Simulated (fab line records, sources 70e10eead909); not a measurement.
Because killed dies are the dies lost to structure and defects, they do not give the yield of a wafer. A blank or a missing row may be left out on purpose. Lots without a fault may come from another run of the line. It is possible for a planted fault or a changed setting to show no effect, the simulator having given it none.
Which tool did it? + flow nand harc + 13 lots, 39 wafers sampled, at 3 steps of a route of 1302

WHAT EACH GAUGE READ, for each wafer
NHARC_P_M1_CD_MEAS_09: the cd target is 130 nm. Usual: cd nm reads 130.3 nm (standard deviation 0.68).
| lot  | measured     | on        | cd nm (nm)        | flag |
|------|--------------|-----------|-------------------|------|
| L757 | day 6 08:14  | cd sem-01 | 129.9 130.6 131.0 |      |
| L758 | day 6 08:26  | cd sem-02 | 130.1 130.7 130.4 |      |
| L759 | day 6 21:12  | cd sem-02 | 130.2 130.9 130.8 |      |
| L761 | day 7 19:31  | cd sem-01 | 130.3 130.8 130.7 |      |
| L762 | day 8 06:31  | cd sem-01 | 130.6 129.5 130.6 |      |
| L763 | day 8 18:34  | cd sem-03 | 130.9 130.3 130.3 |      |
| L764 | day 9 00:14  | cd sem-03 | 130.9 131.8 131.7 |      |
| L766 | day 9 21:48  | cd sem-02 | 130.1 129.6 130.3 |      |
| L768 | day 10 16:19 | cd sem-01 | 130.8 131.2 130.8 |      |
| L769 | day 11 03:41 | cd sem-01 | 130.1 130.0 130.2 |      |
| L777 | day 14 14:29 | cd sem-02 | 129.3 128.2 129.8 |      |
| L779 | day 16 03:14 | cd sem-03 | 129.8 130.1 129.7 |      |
| L780 | day 16 03:02 | cd sem-02 | 130.8 131.1 131.1 |      |

NHARC_P_M1_CD_MEAS_16. Usual: cd nm reads 130.2 nm (standard deviation 0.84).
| lot  | measured     | on        | cd nm (nm)        | flag |
|------|--------------|-----------|-------------------|------|
| L757 | day 6 08:43  | cd sem-03 | 129.3 130.3 129.9 |      |
| L758 | day 6 08:55  | cd sem-01 | 130.5 130.2 129.8 |      |
| L759 | day 6 21:41  | cd sem-02 | 130.5 130.5 130.6 |      |
| L761 | day 7 20:01  | cd sem-03 | 130.1 130.7 129.8 |      |
| L762 | day 8 07:01  | cd sem-01 | 130.4 129.2 130.6 |      |
| L763 | day 8 19:03  | cd sem-03 | 130.4 130.2 130.0 |      |
| L764 | day 9 00:44  | cd sem-01 | 131.4 132.1 132.3 |      |
| L766 | day 9 22:17  | cd sem-03 | 130.0 130.0 130.2 |      |
| L768 | day 10 16:52 | cd sem-01 | 131.6 131.2 131.9 |      |
| L769 | day 11 04:10 | cd sem-03 | 130.5 129.8 130.3 |      |
| L777 | day 14 14:58 | cd sem-01 | 128.7 128.4 129.2 |      |
| L779 | day 16 03:44 | cd sem-02 | 130.0 130.3 130.9 |      |
| L780 | day 16 03:32 | cd sem-01 | 130.3 130.6 131.9 |      |

WHAT TOOL EACH LOT RAN ON (gives the tool, then ch and the chambers of the sampled wafers, and finally the start)
| lot  | NHARC_P_M0_PRE_CLEAN_31         |
|------|---------------------------------|
| L757 | pecvd-01 ch 0,1,2, day 6 06:56  |
| L758 | pecvd-04 ch 0,1,2, day 6 07:08  |
| L759 | pecvd-03 ch 0,1, day 6 19:54    |
| L761 | pecvd-03 ch 0,2, day 7 18:13    |
| L762 | pecvd-03 ch 0,2, day 8 05:11    |
| L763 | pecvd-01 ch 0,2, day 8 17:22    |
| L764 | pecvd-01 ch 0,1,2, day 8 23:04  |
| L766 | pecvd-01 ch 0,1, day 9 20:29    |
| L768 | pecvd-01 ch 0,1,2, day 10 15:08 |
| L769 | pecvd-01 ch 0,2, day 11 02:29   |
| L777 | pecvd-01 ch 0,1,2, day 14 13:17 |
| L779 | pecvd-03 ch 2, day 16 00:48     |
| L780 | pecvd-04 ch 0,1, day 16 01:43   |
- NHARC_P_M0_PRE_CLEAN_31: time 12 s.

WHAT THE TOOLS THEMSELVES READ (means of the sampled wafers that have a number; where no wafer has one, the mark that the record gives instead)
NHARC_P_M0_PRE_CLEAN_31. Usual: heater power w reads 605 W (standard deviation 74).
| lot  | tool     | heater power w (W) | flag |
|------|----------|--------------------|------|
| L757 | pecvd-01 | 572                |      |
| L758 | pecvd-04 | 645                |      |
| L759 | pecvd-03 | 641                |      |
| L761 | pecvd-03 | 606                |      |
| L762 | pecvd-03 | 589                |      |
| L763 | pecvd-01 | 520                |      |
| L764 | pecvd-01 | 565                |      |
| L766 | pecvd-01 | 646                |      |
| L768 | pecvd-01 | 572                |      |
| L769 | pecvd-01 | 534                |      |
| L777 | pecvd-01 | 649                |      |
| L779 | pecvd-03 | 522                |      |
| L780 | pecvd-04 | 650                |      |

THE ANSWER, worked out from the rows above alone
Rule: a lot is off if the mean of its wafers that have a number lies more than 3 standard deviations from the usual mean. Also off: a lot with no number at a reading for which 4 or more lots have one. All remaining lots with rows at the step are treated as sound. After the gauges, taken in route order, come the tools' own readings; for these a lot's mean is taken, as printed above. The first step at which some lot is off is used, and at that step the reading that is off furthest; a lot without a number counts as furthest.
None of the lots is off at any reading shown; this tells nothing.

WHAT THE SIMULATOR HAD INSERTED
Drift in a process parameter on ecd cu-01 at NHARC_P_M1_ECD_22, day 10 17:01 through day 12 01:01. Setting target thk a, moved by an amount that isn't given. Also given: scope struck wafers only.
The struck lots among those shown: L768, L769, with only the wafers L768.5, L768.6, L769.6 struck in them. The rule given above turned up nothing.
